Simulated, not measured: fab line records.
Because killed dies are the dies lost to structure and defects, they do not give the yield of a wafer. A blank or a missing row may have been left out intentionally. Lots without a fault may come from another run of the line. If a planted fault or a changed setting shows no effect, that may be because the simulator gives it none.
Matching of chambers | flow n5 finfet | N5_BEOL_M15_ETCH_57 on rie diel-02: 4 sister chambers
The step etches SOC in N2/H2, time 750 s. 4 wafers are shown with their chamber, then 9 later ones without.

## WAFERS PAIRED WITH THEIR CHAMBERS
wafer  | chamber | drypump motor current A (A)
L081.5 | 1       | 5.2
L081.6 | 2       | 5.8
L084.2 | 0       | 5.0
L084.6 | 3       | 5.4

## WAFERS WITH NO CHAMBER GIVEN
wafer  | drypump motor current A (A)
L088.1 | 5.2
L088.3 | 5.8
L088.4 | 5.5
L093.1 | 5.8
L093.4 | 5.5
L093.6 | 5.8
L094.2 | 5.2
L094.3 | 5.5
L094.6 | 5.2

## THE CHAMBER EACH PASSED THROUGH
wafer  | from the rows above | in truth
L088.1 | 1                   | 1
L088.3 | 2                   | 2
L088.4 | 3                   | 3
L093.1 | 2                   | 2
L093.4 | 3                   | 3
L093.6 | 2                   | 2
L094.2 | 1                   | 1
L094.3 | 3                   | 3
L094.6 | 1                   | 1
9 of 9 placed correctly. Number that these rows cannot place: 0. Wrongly placed: 0.
How it was worked out, from the rows above alone: a wafer's distance from a chamber is the root of the sum, over the readings, of the square of ((its reading less the chamber's mean) divided by the reading's scatter). The wafer belongs to the nearest chamber; if the next one is less than 2 further off, it can't be placed. For every chamber, the mean is computed from those of its wafers that are shown. The scatter: with one shown wafer a chamber, the root of the mean of the squares of how far each hidden wafer lies from its nearest shown one.
